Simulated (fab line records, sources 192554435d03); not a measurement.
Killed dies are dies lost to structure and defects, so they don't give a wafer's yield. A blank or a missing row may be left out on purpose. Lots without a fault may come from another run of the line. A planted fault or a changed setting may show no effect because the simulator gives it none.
fab line records | flow n5_finfet
record lots=6 wafers=18 last_day=15
route steps=1938 shown MOL_CONTACT_COAG@557 PASSIVATION@1936
lots that met no fault: from a run of the same line without faults
start_h: hours from the record's first day to the start of the lot's first wafer shown | wait_h: hours since the lot's step before | " the same as in the row above | L1.1+2: a row that stands for several wafers | - no value, or no start given | * or withheld: withheld | < > ~ a bound
route shown NAME@n: a module of which the file shows steps, and the number in the route of the first | usual: mean/standard deviation of fault-free wafers | same: alike in all rows | chamber/n: place in a boat | sites: the reading at each site | _std_site: their standard deviation | _edge_site: outer sites' mean less inner sites' | radius_mm: how far each site lies from the wafer's centre | mask NAME#n: copy n | behind: the tool/chamber that last shaped the wafer | hold: why the lot was held/for how many hours/how that ended | device: the transistor (n, p or np) that didn't switch | end of line: the same wafers' tests at the end of the route | a step without rows: its recipe alone | killed: dies lost to structure and defects at the first sort, not the wafer's yield | map: a wafer's dies, x killed, . not, _ none there
set.NAME: the setting as run; set.NAME@STEP: as run at that earlier step | model.NAME: the simulator's own value behind a step, which no gauge read
lots at some steps of the route; a table a step, a row a wafer
services: from which hour (start_h, from the record's first day; less than 0 if before it) a tool's chamber was out of use, for how many hours, and why
## steps
# step N5_MOL_CONTACT_COAG_WET_ETCH_26
# recipe target=Co target_depth_nm=13
# step N5_MOL_CONTACT_COAG_WET_ETCH_116
# recipe chemistry=SC1-inhibited target_depth_nm=4.6 dry=ipa_marangoni rinse_time_s=30 rinse_temp_c=23
# step N5_MOL_CONTACT_COAG_ALD_27
# recipe material=SiOC target_thk_a=170 temp_c=400 ald_precursor_family=carbosiloxane ald_co_reactant=H2-plasma pulse_time_s=1.5 time_s=2720 purge_time_s=2 co_reactant_purge_time_s=2 ald_cycles=340 pressure_torr=2
# step N5_MOL_CONTACT_COAG_CMP_28
# recipe stop_on=SiNx t_overpolish_s=0.85 post_cmp_clean=alkaline_brush down_force_psi=4.15 platen_rpm=51.8 pad_velocity_m_s=1.0307 target_thk_nm=14.522
# usual motor_current_A=12.2/1 slurry_filter_dp_kPa=13.49/0.15 time_to_endpoint_s=4.3/2.9
# columns lot.wafer tool chamber start_h wait_h motor_current_A slurry_filter_dp_kPa time_to_endpoint_s
L602.4 cmp-02 2 108.09 0.9 11.4 13.20 0.0
L602.5 " 0 " " 11.3 13.44 0.7
L602.6 " 1 " " 13.1 13.73 1.0
L603.4 cmp-02 3 111.41 1.2 11.9 13.58 8.6
L603.1 " 0 " " 11.4 13.57 2.4
L603.5 " 0 " " 11.7 13.41 4.1
L606.1 cmp-02 2 128.22 0.9 11.8 13.41 3.7
L606.2 " 3 " " 12.1 13.30 9.4
L606.6 " 1 " " 12.6 13.50 1.7
L607.1 cmp-02 3 131.12 0.9 12.3 13.43 8.5
L607.3 " 0 " " 11.8 13.51 2.6
L607.5 " 2 " " 11.7 13.40 1.9
L608.1 cmp-02 3 136.85 0.8 12.5 13.45 6.5
L608.5 " 3 " " 12.5 13.39 7.1
L608.6 " 0 " " 11.7 13.51 1.1
L617.4 cmp-03 1 191.22 0.0 11.0 13.48 1.6
L617.1 " 2 " " 11.2 13.37 0.6
L617.2 " 0 " " 12.1 13.29 3.0
# step N5_MOL_CONTACT_COAG_THK_MEAS_29
# recipe reads=SiNx_of_GATE_CUT_PECVD_57+SiNx_of_GATE_CUT_SAC_CAP_01
# usual MD_CAP_THK=17.91/0.11
# columns lot.wafer tool chamber start_h wait_h MD_CAP_THK[nm]
L602.4 film_metro-02 - 108.32 - 17.87
L602.5 " - " " 17.86
L602.6 " - " " 17.88
L603.1 film_metro-02 - 111.70 - 17.97
L603.4 " - " " 18.04
L603.5 " - " " 17.97
L606.1 film_metro-02 - 128.43 - 17.84
L606.2 " - " " 17.86
L606.6 " - " " 17.75
L607.1 film_metro-01 - 131.34 - 17.96
L607.3 " - " " 17.93
L607.5 " - " " 17.94
L608.1 film_metro-02 - 137.14 - 17.91
L608.5 " - " " 17.74
L608.6 " - " " 17.82
L617.1 film_metro-02 - 191.52 - 17.80
L617.2 " - " " 17.87
L617.4 " - " " 17.82
# step N5_MOL_CONTACT_COAG_ALD_123
# recipe material=SiNx target_thk_a=50 temp_c=400 ald_precursor_family=SiH2I2 ald_co_reactant=N2/H2-plasma pulse_time_s=1 purge_time_s=2 co_reactant_purge_time_s=2 ald_cycles=100 pressure_torr=2
# step N5_MOL_CONTACT_COAG_PECVD_31
# recipe material=SiO2 target_thk_a=460 temp_c=400 precursor=TEOS/O2 pressure_torr=6.5 rf_w=withheld teos_flow_sccm=withheld gas=O2 flow_sccm=2650 time_s=8.9
# step N5_MOL_CONTACT_COAG_COAT_75
# recipe resist=SOC temp_c=250 time_s=60 spin_rpm=1500 resist_thk_nm=60
# step N5_MOL_CONTACT_COAG_COAT_76
# recipe resist=SiARC temp_c=220 time_s=60 spin_rpm=1500 resist_thk_nm=10
# step N5_MOL_CONTACT_COAG_COAT_77
# recipe resist=underlayer temp_c=205 time_s=60 spin_rpm=1500 resist_thk_nm=10
# step N5_MOL_CONTACT_COAG_COAT_78
# recipe resist=CAR-EUV spin_rpm=1500 resist_thk_nm=40
# usual exhaust_pa=45.2/0.87 spin_speed_rpm=1500.0/1
# columns lot.wafer tool chamber start_h wait_h exhaust_pa spin_speed_rpm model.CAR-EUV_of_MOL_CONTACT_COAG_COAT_78.thk_nm
L602.4 litho_track-02 0 109.19 - 44.3 1498.9 40
L602.5 " 0 " " 45.7 1498.5 40.2
L602.6 " 0 " " 44.6 1499.0 40.2
L603.1 litho_track-04 0 112.35 - 44.9 1500.5 39.8
L603.4 " 0 " " 44.8 1497.9 39.8
L603.5 " 0 " " 43.2 1500.1 40
L606.1 litho_track-02 0 129.04 - 45.9 1422.0 41.2
L606.2 " 0 " " 44.1 1421.7 41
L606.6 " 0 " " 45.5 1423.6 41
L607.1 litho_track-04 0 132.56 - 46.0 1500.1 40
L607.3 " 0 " " 44.6 1501.2 40
L607.5 " 0 " " 45.4 1500.9 40
L608.1 litho_track-02 0 137.75 - 45.7 1422.8 41
L608.5 " 0 " " 46.4 1425.2 41
L608.6 " 0 " " 44.7 1423.7 41.2
L617.1 litho_track-01 0 192.17 - 45.9 1500.8 40.2
L617.2 " 0 " " 44.4 1500.4 40
L617.4 " 0 " " 44.9 1501.3 40
# step N5_MOL_CONTACT_COAG_EBR_80
# recipe solvent=PGMEA ebr_width_mm=1.5
# step N5_MOL_CONTACT_COAG_SOFTBAKE_79
# recipe temp_c=110 time_s=60 resist=CAR-EUV
# step N5_MOL_CONTACT_COAG_EXPOSE_81
# recipe mask_id=VG na=0.33 source_shape=annular sigma_inner=0.3 sigma_outer=0.7 polarization=unpolarized defocus_nm=0 dose_mj=59.5
# step N5_MOL_CONTACT_COAG_PEB_82
# recipe peb_temp_c=100 peb_time_s=60 resist=CAR-EUV
# step N5_MOL_CONTACT_COAG_DEVELOP_83
# recipe develop_time_s=30 developer=TMAH resist=CAR-EUV rinse_liquid=surfactant_rinse dry=air_spin dev_temp_c=23
# step N5_MOL_CONTACT_COAG_CD_MEAS_84
# recipe target_cd_nm=25.1 landing_energy_ev=500 detector=se_inlens polarity=opening
# usual cd_nm=25.13/0.27
# columns lot.wafer tool chamber start_h wait_h cd_nm
L602.4 cd_sem-02 0 109.59 - 25.11
L602.5 " 0 " " 25.32
L602.6 " 0 " " 25.03
L603.1 cd_sem-01 0 112.75 - 25.06
L603.4 " 0 " " 24.75
L603.5 " 0 " " 24.64
L606.1 cd_sem-01 0 129.44 - 24.57
L606.2 " 0 " " 24.62
L606.6 " 0 " " 24.47
L607.1 cd_sem-01 0 132.96 - 24.96
L607.3 " 0 " " 25.14
L607.5 " 0 " " 25.25
L608.1 cd_sem-02 0 138.02 - 25.54
L608.5 " 0 " " 24.92
L608.6 " 0 " " 25.35
L617.1 cd_sem-02 0 192.74 - 25.21
L617.2 " 0 " " 25.16
L617.4 " 0 " " 24.98
# step N5_MOL_CONTACT_COAG_OVL_MEAS_85
# recipe points_per_wafer=522
# usual VG_OVL=-0.2/0.76
# columns lot.wafer tool chamber start_h wait_h VG_OVL[nm]
L602.4 overlay-02 0 109.63 0.0 0.0
L602.5 " 0 " " 0.4
L602.6 " 0 " " -0.4
L603.1 overlay-02 0 112.78 0.0 -1.4
L603.4 " 0 " " 0.0
L603.5 " 0 " " -0.4
L606.1 overlay-01 0 129.47 0.0 -0.7
L606.2 " 0 " " -1.2
L606.6 " 0 " " -0.3
L607.1 overlay-02 0 132.99 0.0 0.0
L607.3 " 0 " " -0.4
L607.5 " 0 " " -0.6
L608.1 overlay-01 0 138.05 0.0 -1.0
L608.5 " 0 " " 0.0
L608.6 " 0 " " -1.2
L617.1 overlay-01 0 192.77 0.0 -1.1
L617.2 " 0 " " 0.2
L617.4 " 0 " " 0.2
# step N5_MOL_CONTACT_COAG_INSPECT_57
# recipe mode=adi inspect_instrument=brightfield
# usual raw_defect_count=216/55
# columns lot.wafer tool chamber start_h wait_h raw_defect_count
L602.4 defect_inspect-02 - 109.67 0.0 259
L602.5 " - " " 332
L602.6 " - " " 257
L603.1 defect_inspect-01 - 112.84 0.1 272
L603.4 " - " " 207
L603.5 " - " " 217
L606.1 defect_inspect-02 - 129.53 0.1 199
L606.2 " - " " 172
L606.6 " - " " 186
L607.1 defect_inspect-02 - 133.05 0.1 230
L607.3 " - " " 204
L607.5 " - " " 303
L608.1 defect_inspect-01 - 138.11 0.1 229
L608.5 " - " " 175
L608.6 " - " " 322
L617.1 defect_inspect-01 - 192.82 0.1 164
L617.2 " - " " 274
L617.4 " - " " 269
# step N5_MOL_CONTACT_COAG_DESCUM_88
# recipe chemistry=O2 time_s=7 source_power_w=50 bias_power_w=20 pressure_mtorr=20 rf_frequency_hz=2.712e+07 temp_c=40 resist=CAR-EUV o2_flow_sccm=225
# usual drypump_motor_current_A=5.64/0.29 oes_product_au=0.80/0.087 rf_vpp_V=242.8/1.2 showerhead_plenum_p_Torr=2.06/0.057 throttle_valve_pct=20.38/0.22
# columns lot.wafer tool chamber start_h wait_h drypump_motor_current_A oes_product_au rf_hours_counter_h rf_vpp_V showerhead_plenum_p_Torr throttle_valve_pct
L602.4 rie_diel-02 3 109.71 0.0 5.76 0.69 246 243.9 2.06 20.72
L602.5 " 3 " " 5.75 0.69 - 241.7 2.06 20.73
L602.6 " 0 " " 5.70 0.74 - 242.4 1.97 20.42
L603.1 rie_diel-06 2 112.88 0.0 5.53 0.87 54 243.1 2.12 20.29
L603.4 " 0 " " 6.04 0.91 13 242.9 2.05 20.12
L603.5 " 2 " " 5.51 0.88 - 245.2 2.12 20.27
L606.1 rie_diel-06 3 129.66 0.1 5.93 0.70 203 241.3 1.99 20.65
L606.2 " 0 " " 6.06 0.88 19 242.4 2.04 20.13
L606.6 " 0 " " 6.02 0.88 - 243.4 2.04 20.14
L607.1 rie_diel-03 1 133.08 0.0 5.22 0.81 97 242.8 2.05 20.46
L607.3 " 3 " " 5.94 0.76 148 244.0 2.05 20.07
L607.5 " 3 " " 5.94 0.75 - 243.9 2.05 20.05
L608.1 rie_diel-02 2 138.14 0.0 5.67 0.72 197 242.8 2.06 20.57
L608.5 " 0 " " 5.68 0.73 - 241.2 1.96 20.45
L608.6 " 2 " " 5.68 0.72 - 242.3 2.06 20.53
L617.1 rie_diel-06 2 193.08 0.3 5.54 0.85 78 241.9 2.11 20.31
L617.2 " 3 " " 5.92 0.68 220 241.4 1.98 20.66
L617.4 " 0 " " 6.06 0.86 40 240.4 2.04 20.18
# step N5_MOL_CONTACT_COAG_ETCH_89
# recipe chemistry=N2/H2 target=underlayer target_depth_a=130 mask_material=CAR-EUV time_s=10.4 ion_energy_ev=200 pressure_mtorr=30 source_w=840 bias_w=150 n2_flow_sccm=200 h2_flow_sccm=200 ends=cleared
# usual drypump_motor_current_A=5.65/0.29 etch_rf_on_time_s=10.5/0.38 h2_flow_sccm=200.0/0.57 oes_product_au=0.69/0.075 rf_vpp_V=523.1/2.1 showerhead_plenum_p_Torr=2.52/0.073 throttle_valve_pct=17.85/0.28
# columns lot.wafer tool chamber start_h wait_h drypump_motor_current_A etch_rf_on_time_s h2_flow_sccm oes_product_au rf_hours_counter_h rf_vpp_V showerhead_plenum_p_Torr throttle_valve_pct
L602.4 rie_diel-02 3 109.74 0.0 5.77 10.5 199.3 0.59 246 522.7 2.53 18.41
L602.5 " 3 " " 5.78 10.6 200.7 0.58 - 523.3 2.53 18.39
L602.6 " 0 " " 5.68 10.9 199.9 0.62 - 520.0 2.46 18.34
L603.1 rie_diel-06 2 112.92 0.0 5.56 10.0 199.8 0.76 54 524.5 2.60 18.00
L603.4 " 0 " " 6.05 10.9 199.8 0.77 13 521.5 2.48 17.47
L603.5 " 2 " " 5.52 10.0 199.6 0.76 - 525.3 2.60 18.02
L606.1 rie_diel-06 3 129.69 0.0 5.93 10.5 201.0 0.60 203 521.7 2.41 17.95
L606.2 " 0 " " 6.05 11.0 199.0 0.76 19 522.8 2.48 17.48
L606.6 " 0 " " 6.05 11.0 199.5 0.76 - 521.7 2.48 17.48
L607.1 rie_diel-03 1 133.12 0.0 5.22 10.8 200.0 0.69 97 522.9 2.43 17.50
L607.3 " 3 " " 5.94 11.1 199.7 0.63 148 524.2 2.54 17.76
L607.5 " 3 " " 5.91 11.1 200.2 0.62 - 523.2 2.54 17.74
L608.1 rie_diel-02 2 138.18 0.0 5.70 10.2 199.6 0.62 197 522.4 2.52 18.14
L608.5 " 0 " " 5.70 10.9 199.7 0.61 - 520.4 2.46 18.37
L608.6 " 2 " " 5.67 10.1 199.5 0.62 - 521.5 2.52 18.13
L617.1 rie_diel-06 2 193.11 0.0 5.55 9.8 199.3 0.74 78 526.5 2.59 18.05
L617.2 " 3 " " 5.92 10.5 198.8 0.59 220 519.9 2.40 17.96
L617.4 " 0 " " 6.03 11.0 199.4 0.73 40 523.3 2.47 17.52
# step N5_MOL_CONTACT_COAG_ETCH_90
# recipe chemistry=CF4 target=SiARC target_depth_a=130 mask_material=CAR-EUV time_s=21.7 ion_energy_ev=80 pressure_mtorr=40 source_w=545 bias_w=36 Ar_flow_sccm=100 cf4_flow_sccm=100 ends=cleared
# usual drypump_motor_current_A=5.64/0.29 etch_rf_on_time_s=21.9/0.72 oes_product_au=0.69/0.074 rf_vpp_V=183.8/1 showerhead_plenum_p_Torr=2.12/0.057 throttle_valve_pct=15.58/0.22
# columns lot.wafer tool chamber start_h wait_h drypump_motor_current_A etch_rf_on_time_s oes_product_au rf_hours_counter_h rf_vpp_V showerhead_plenum_p_Torr throttle_valve_pct
L602.4 rie_diel-02 3 109.76 0.0 5.72 21.8 0.59 246 182.5 2.11 15.87
L602.5 " 3 " " 5.73 21.8 0.59 - 184.4 2.11 15.89
L602.6 " 0 " " 5.68 22.2 0.64 - 183.2 2.05 15.82
L603.1 rie_diel-06 2 112.93 0.0 5.55 20.9 0.77 54 183.2 2.18 15.47
L603.4 " 0 " " 6.00 22.9 0.77 13 182.9 2.09 15.28
L603.5 " 2 " " 5.54 21.0 0.76 - 184.7 2.18 15.46
L606.1 rie_diel-06 3 129.71 0.0 5.93 21.9 0.61 203 183.0 2.04 15.85
L606.2 " 0 " " 6.05 23.3 0.75 19 184.2 2.09 15.29
L606.6 " 0 " " 6.06 23.3 0.75 - 183.4 2.09 15.29
L607.1 rie_diel-03 1 133.14 0.0 5.24 22.4 0.69 97 185.6 2.07 15.45
L607.3 " 3 " " 5.87 22.9 0.63 148 184.0 2.12 15.46
L607.5 " 3 " " 5.92 22.8 0.63 - 184.7 2.12 15.46
L608.1 rie_diel-02 2 138.20 0.0 5.64 21.5 0.62 197 183.3 2.12 15.80
L608.5 " 0 " " 5.68 22.4 0.62 - 182.2 2.04 15.83
L608.6 " 2 " " 5.66 21.4 0.62 - 185.0 2.12 15.82
L617.1 rie_diel-06 2 193.13 0.0 5.52 20.8 0.73 78 185.3 2.17 15.53
L617.2 " 3 " " 5.91 21.8 0.59 220 182.8 2.04 15.88
L617.4 " 0 " " 5.98 22.7 0.72 40 183.6 2.08 15.33
# step N5_MOL_CONTACT_COAG_ALD_131
# recipe material=SiO2 target_thk_a=50 temp_c=100 ald_precursor_family=BDEAS ald_co_reactant=O2-plasma pulse_time_s=1 co_reactant_pulse_time_s=1 purge_time_s=2 co_reactant_purge_time_s=2 ald_cycles=35 pressure_torr=2
# step N5_MOL_CONTACT_COAG_ETCHBACK_132
# recipe chemistry=CHF3 target=SiO2 target_depth_a=100 time_s=6.7 ion_energy_ev=200 pressure_mtorr=30 source_w=610 bias_w=170 Ar_flow_sccm=200 CHF3_flow_sccm=50
# usual drypump_motor_current_A=5.54/0.29 oes_product_au=0.78/0.082 rf_vpp_V=523/17 showerhead_plenum_p_Torr=2.34/0.064 throttle_valve_pct=18.75/0.24
# columns lot.wafer tool chamber start_h wait_h drypump_motor_current_A oes_product_au rf_hours_counter_h rf_vpp_V showerhead_plenum_p_Torr throttle_valve_pct model.CAR-EUV_of_MOL_CONTACT_COAG_COAT_78.thk_nm
L602.4 rie_diel-03 3 110.02 0.1 5.91 0.75 139 512 2.37 18.54 15.6
L602.5 " 0 " " 5.10 0.70 - 534 2.46 18.62 15.8
L602.6 " 1 " " 5.23 0.82 - 537 2.29 18.49 15.6
L603.1 rie_diel-02 0 113.21 0.1 5.70 0.73 187 493 2.26 18.80 15.6
L603.4 " 0 " " 5.67 0.73 - 492 2.26 18.80 15.6
L603.5 " 2 " " 5.67 0.73 - 513 2.34 18.74 15.6
L606.1 rie_diel-02 0 130.03 0.2 5.70 0.73 196 491 2.25 18.81 16.6
L606.2 " 2 " " 5.72 0.72 194 513 2.33 18.77 16.6
L606.6 " 2 " " 5.71 0.72 - 513 2.33 18.78 16.6
L607.1 rie_diel-02 0 133.40 0.1 5.72 0.73 197 493 2.25 18.84 15.8
L607.3 " 1 " " 5.21 0.77 112 543 2.32 19.27 15.6
L607.5 " 2 " " 5.69 0.73 - 511 2.33 18.77 15.6
L608.1 rie_diel-06 3 138.46 0.1 5.92 0.70 205 502 2.26 18.87 16.6
L608.5 " 2 " " 5.50 0.87 - 510 2.42 18.61 16.4
L608.6 " 3 " " 5.92 0.71 - 500 2.26 18.88 16.8
L617.1 rie_diel-03 2 193.39 0.1 5.72 0.88 51 545 2.42 18.56 15.8
L617.2 " 0 " " 5.11 0.69 244 532 2.45 18.68 15.4
L617.4 " 1 " " 5.24 0.78 118 538 2.28 18.56 15.6
# step N5_MOL_CONTACT_COAG_ETCH_91
# recipe chemistry=N2/H2 target=SOC target_depth_a=600 overetch_a=210 mask_material=SiARC temp_c=40 time_s=101.2 ion_energy_ev=200 pressure_mtorr=30 source_w=840 bias_w=150 n2_flow_sccm=200 h2_flow_sccm=200
# usual drypump_motor_current_A=5.55/0.29 h2_flow_sccm=200.1/0.67 oes_product_au=0.65/0.066 rf_vpp_V=522.8/2.1 showerhead_plenum_p_Torr=2.51/0.066 throttle_valve_pct=17.9/0.32
# columns lot.wafer tool chamber start_h wait_h drypump_motor_current_A h2_flow_sccm oes_product_au rf_hours_counter_h rf_vpp_V showerhead_plenum_p_Torr throttle_valve_pct
L602.4 rie_diel-03 3 110.06 0.0 5.91 201.0 0.64 139 525.2 2.54 17.7
L602.5 " 0 " " 5.10 199.9 0.59 - 526.6 2.63 17.7
L602.6 " 1 " " 5.21 199.2 0.70 - 521.5 2.43 17.4
L603.1 rie_diel-02 0 113.25 0.0 5.68 201.3 0.63 187 520.2 2.46 18.3
L603.4 " 0 " " 5.70 200.1 0.62 - 519.0 2.46 18.3
L603.5 " 2 " " 5.70 199.7 0.61 - 524.9 2.52 18.1
L606.1 rie_diel-02 0 130.06 0.0 5.70 201.3 0.62 196 520.1 2.46 18.3
L606.2 " 2 " " 5.70 199.6 0.61 194 524.9 2.52 18.1
L606.6 " 2 " " 5.71 200.6 0.60 - 524.3 2.52 18.1
L607.1 rie_diel-02 0 133.43 0.0 5.70 199.8 0.62 197 519.9 2.46 18.3
L607.3 " 1 " " 5.23 201.0 0.65 112 522.0 2.46 18.2
L607.5 " 2 " " 5.70 199.7 0.60 - 522.6 2.52 18.1
L608.1 rie_diel-06 3 138.49 0.0 5.92 199.8 0.60 205 520.0 2.41 17.9
L608.5 " 2 " " 5.53 201.0 0.73 - 523.5 2.60 18.0
L608.6 " 3 " " 5.93 199.7 0.59 - 520.8 2.41 17.9
L617.1 rie_diel-03 2 193.43 0.0 5.73 199.9 0.74 51 526.2 2.56 17.5
L617.2 " 0 " " 5.10 200.8 0.57 244 526.8 2.62 17.8
L617.4 " 1 " " 5.22 200.0 0.66 118 521.1 2.42 17.5
# step N5_PASSIVATION_PROBE_49
# usual killed_at_M0_to_M3=34/8.9 killed_at_M4_up=13/4.6 killed_at_contacts=12/5.5 killed_at_front_end=41/11 killed_at_other=3.1/2.9 killed_dies=102/16 killed_open=66/11 killed_short=34/7.6
# same gross_dies=1180 killed_at_back_side=0
# columns lot.wafer tool chamber start_h wait_h killed_at_M0_to_M3 killed_at_M4_up killed_at_contacts killed_at_front_end killed_at_other killed_dies killed_open killed_short
L606.1 prober-02 - 290.34 0.0 39 12 9 26 0 86 51 35
L606.2 prober-02 - 290.39 0.1 21 12 13 25 0 71 46 25
L606.6 prober-02 - 290.59 0.3 26 4 11 29 1 71 53 18
L617.1 prober-02 - 362.46 0.0 24 17 5 30 2 78 43 34
L617.2 prober-02 - 362.51 0.1 28 14 13 29 2 86 54 24
L617.4 prober-02 - 362.61 0.2 27 12 15 35 1 90 57 30
# killed by level:class
L606.1 BEOL_M0_SAQP:geometric_particle:open=8 BEOL_M0_SAQP:geometric_particle:short=7 BEOL_M1:geometric_particle:open=7 GATE_CUT:geometric_particle:short=6 BEOL_M2:geometric_particle:open=6 BEOL_M3:geometric_particle:open=6 MOL_CONTACT_COAG:geometric_particle:open=5 MOL_CONTACT_COAG:geometric_particle:short=4
L606.2 MOL_CONTACT_COAG:geometric_particle:open=11 BEOL_M2:geometric_particle:open=7 FIN_SAQP:geometric_particle:short=4 BEOL_M0_SAQP:geometric_particle:short=4 BEOL_M1:geometric_particle:open=4 BEOL_M7:geometric_particle:open=4 STARTING-WAFER:geometric_particle:open=4 FIN_SAQP:geometric_particle:open=3
L606.6 BEOL_M2:geometric_particle:open=11 MOL_CONTACT_COAG:geometric_particle:open=9 STI_FIN_REVEAL:geometric_particle:open=8 BEOL_M1:geometric_particle:open=6 FIN_SAQP:geometric_particle:short=5 DUMMY_GATE:geometric_particle:open=5 BEOL_M0_SAQP:geometric_particle:open=4 STI_FIN_REVEAL:geometric_particle:short=3
L617.1 BEOL_M0_SAQP:geometric_particle:open=13 FIN_SAQP:geometric_particle:short=7 GATE_CUT:geometric_particle:short=6 BEOL_M0_SAQP:geometric_particle:short=6 BEOL_M4:geometric_particle:open=6 STI_FIN_REVEAL:geometric_particle:open=5 MOL_CONTACT_COAG:geometric_particle:open=5 STARTING-WAFER:geometric_particle:short=4
L617.2 MOL_CONTACT_COAG:geometric_particle:open=10 BEOL_M0_SAQP:geometric_particle:open=9 HKMG_FIN:area_etch=7 BEOL_M0_SAQP:geometric_particle:short=6 BEOL_M4:geometric_particle:open=6 BEOL_M1:geometric_particle:open=5 BEOL_M3:geometric_particle:open=4 STI_FIN_REVEAL:geometric_particle:open=3
L617.4 GATE_CUT:geometric_particle:short=12 MOL_CONTACT_COAG:geometric_particle:open=10 BEOL_M3:geometric_particle:open=9 BEOL_M4:geometric_particle:open=7 BEOL_M1:geometric_particle:open=6 BEOL_M0_SAQP:geometric_particle:short=5 FIN_CUT:geometric_particle:open=4 FIN_SAQP:geometric_particle:open=3
## services
# columns tool chamber start_h hours kind
rie_diel-02 - 91.15 2.8 pm
rie_diel-06 0 91.22 16.7 repair
cmp-02 - 94.82 0.7 repair
cmp-03 - 109.17 2.9 repair
rie_diel-02 1 112.26 2.7 repair
rie_diel-02 3 116.22 - clean
rie_diel-02 3 116.22 - consumable_replace:focus_ring
rie_diel-02 3 116.22 31.6 scheduled_down
rie_diel-02 3 116.22 31.6 vent_cycle
cmp-03 - 118.77 1.5 repair
cmp-02 - 123.53 3.4 repair
cmp-03 - 142.80 0.4 repair
rie_diel-06 3 143.16 8.3 repair
cmp-03 - 153.91 0.3 repair
rie_diel-06 - 174.34 14.6 pm
## key
first_sign step=N5_MOL_CONTACT_COAG_COAT_78 reading=spin_speed_rpm direction=down sigmas=74 usual=* struck=*
effect none on later readings
model_effect step=N5_MOL_CONTACT_COAG_COAT_78 value=CAR-EUV_of_MOL_CONTACT_COAG_COAT_78.thk_nm without=40.03 struck=41.07
model_effect step=N5_MOL_CONTACT_COAG_ETCHBACK_132 value=CAR-EUV_of_MOL_CONTACT_COAG_COAT_78.thk_nm without=15.6 struck=16.6
met_at N5_MOL_CONTACT_COAG_COAT_78
struck_wafers L606.1,L606.2,L606.6,L608.1,L608.5,L608.6
tester_left_out L606,L608
onset_between 109.19 129.04
fault kind=process_parameter_drift tool=litho_track-02 chamber=- onset_h=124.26 steps=N5_MOL_CONTACT_COAG_COAT_78 channel=spin_rpm offset=* shape=step end_h=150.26 acts_in=* stated=*
# tester_left_out: of these lots the tester's yield and bins aren't shown, on N5 and GAA mostly nor the transistor test; their killed dies are dies lost to structure and defects alone, not to doping, threshold or leakage, so they don't give the yield
